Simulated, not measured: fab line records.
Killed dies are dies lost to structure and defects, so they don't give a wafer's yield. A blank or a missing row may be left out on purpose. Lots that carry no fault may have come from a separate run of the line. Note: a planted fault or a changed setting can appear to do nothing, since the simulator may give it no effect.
Split-lot experiment -- flow n5_finfet -- on a route of 1938 steps: 7 lots, 39 wafers read

## ON THE SPLIT
At N5_FIN_SAQP_DESCUM_21 (chemistry O2, time 7.9 s), the setting time_s was moved away from the recipe's 7.9 s on 15 of the 39 wafers read, by -46.8% to -24.3%. The other wafers ran this setting at the recipe's value.

The file shows no step between the split and the reading.

## THE READING
CAR-ArF_of_FIN_SAQP_COAT_10.thk_nm (the simulator's own value, which no gauge read), in nm, at N5_FIN_SAQP_ETCH_51 (etches SiARC in CF4, target depth 45.5 nm, time 75.8 s). There is no usual value for it anywhere in the file. Here, 24 wafers ran the recipe; their average is 50.61 nm with a standard deviation of 0.23 nm.

wafer,"tool, chamber at the split","time_s as run, s",against the recipe,"CAR-ArF_of_FIN_SAQP_COAT_10.thk_nm, nm",against lot-mates on the recipe
L076.1,"rie_diel-03, 3",7.9,recipe,50.82,-
L076.2,"rie_diel-03, 1",7.9,recipe,50.9,-
L076.3,"rie_diel-03, 2",7.9,recipe,50.76,-
L076.4,"rie_diel-03, 0",5.086,-35.6%,52.36,+1.53
L076.5,"rie_diel-03, 2",5.086,-35.6%,52.6,+1.77
L076.6,"rie_diel-03, 3",5.086,-35.6%,52.51,+1.68
L078.1,"rie_diel-03, 1",7.9,recipe,50.32,-
L078.3,"rie_diel-03, 0,2",7.9,recipe,50.56,-
L078.6,"rie_diel-03, 0,2",7.9,recipe,50.69,-
L079.1,"rie_diel-04, 2",4.364,-44.8%,52.89,+2.35
L079.2,"rie_diel-04, 1",7.9,recipe,50.47,-
L079.3,"rie_diel-04, 0",4.364,-44.8%,53.09,+2.55
L079.4,"rie_diel-04, 3",4.364,-44.8%,52.75,+2.21
L079.5,"rie_diel-04, 2",7.9,recipe,50.73,-
L079.6,"rie_diel-04, 1",7.9,recipe,50.42,-
L087.1,"rie_diel-03, 3",7.9,recipe,50.82,-
L087.2,"rie_diel-03, 1",7.9,recipe,50.46,-
L087.3,"rie_diel-03, 0",4.57,-42.2%,52.94,+2.24
L087.4,"rie_diel-03, 1",7.9,recipe,50.81,-
L087.5,"rie_diel-03, 3",4.57,-42.2%,53.01,+2.31
L087.6,"rie_diel-03, 0",4.57,-42.2%,53.11,+2.41
L090.1,"rie_diel-03, 3",5.979,-24.3%,51.66,+0.90
L090.2,"rie_diel-03, 1",7.9,recipe,50.55,-
L090.3,"rie_diel-03, 0",5.979,-24.3%,51.79,+1.03
L090.4,"rie_diel-03, 0",7.9,recipe,50.96,-
L090.5,"rie_diel-03, 3",7.9,recipe,50.77,-
L090.6,"rie_diel-03, 1",5.979,-24.3%,51.71,+0.95
L094.1,"rie_diel-01, 2",7.9,recipe,50.39,-
L094.2,"rie_diel-01, 1",4.204,-46.8%,52.58,+2.26
L094.3,"rie_diel-01, 3",4.204,-46.8%,52.61,+2.29
L094.4,"rie_diel-01, 0",4.204,-46.8%,52.47,+2.15
L094.5,"rie_diel-01, 2",7.9,recipe,50.6,-
L094.6,"rie_diel-01, 1",7.9,recipe,49.97,-
L097.1,"rie_diel-03, 3",7.9,recipe,50.34,-
L097.2,"rie_diel-03, 0",7.9,recipe,50.75,-
L097.3,"rie_diel-03, 2,1",7.9,recipe,50.59,-
L097.4,"rie_diel-03, 2,1",7.9,recipe,50.64,-
L097.5,"rie_diel-03, 0",7.9,recipe,50.96,-
L097.6,"rie_diel-03, 3",7.9,recipe,50.47,-
When a row names more than one chamber, that row covers several wafers, and the file does not tell which wafer ran in which chamber.

THE FIT
A straight line over all 39 wafers: CAR-ArF_of_FIN_SAQP_COAT_10.thk_nm changes by -0.0496 nm for each +1% of time_s; r = -0.97; the points scatter about the line by 0.24 nm.
The same after taking each lot's own level away (the mean of its wafers on the recipe; 39 wafers): -0.0503 nm for each +1%; r = -0.98; scatter 0.19 nm.
According to that fit, moving time_s by its largest amount changes the reading by 2.4 nm.
Across the lots, their own levels run from 50.320 to 50.827 nm, a range of 2.2 times the standard deviation given above.
Consequently the slope shifts little with the lot-to-lot level, the two slopes agreeing.
Check: with one of the wafers moved furthest among these (-46.8%) left out of the fit, the line predicts +2.35 nm for it against its lot-mates. Against them it came out at +2.26 nm.

## OTHER SPLITS APPLIED TO THESE WAFERS
Note: prior to the reading, these wafers also went through further splits. Each is held against what the fit with the lots' levels taken away leaves over:
other split on the same wafers,wafers away from the commonest value,r with CAR-ArF_of_FIN_SAQP_COAT_10.thk_nm (lot level and that fit taken away)
N5_ZERO_LAYER_DEVELOP_10 develop_time_s,18,-0.18

## THE WHOLE CHAIN: every reading that the file lists as answering this split, in the file's order
step,what it does,reading,change (the file's fit),r (the file's)
N5_FIN_SAQP_DESCUM_21,"chemistry O2, time 7.9 s","CAR-ArF_of_FIN_SAQP_COAT_10.thk_nm (the simulator's own value, which no gauge read)",-0.0506 nm for each +1% of the setting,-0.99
N5_FIN_SAQP_ETCH_51,"etches SiARC in CF4, target depth 45.5 nm, time 75.8 s","CAR-ArF_of_FIN_SAQP_COAT_10.thk_nm (the simulator's own value, which no gauge read)",-0.05 nm for each +1% of the setting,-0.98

## THE FILE'S OWN FIT
CAR-ArF_of_FIN_SAQP_COAT_10.thk_nm changes by -0.05 nm for each +1% of time_s, r = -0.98.
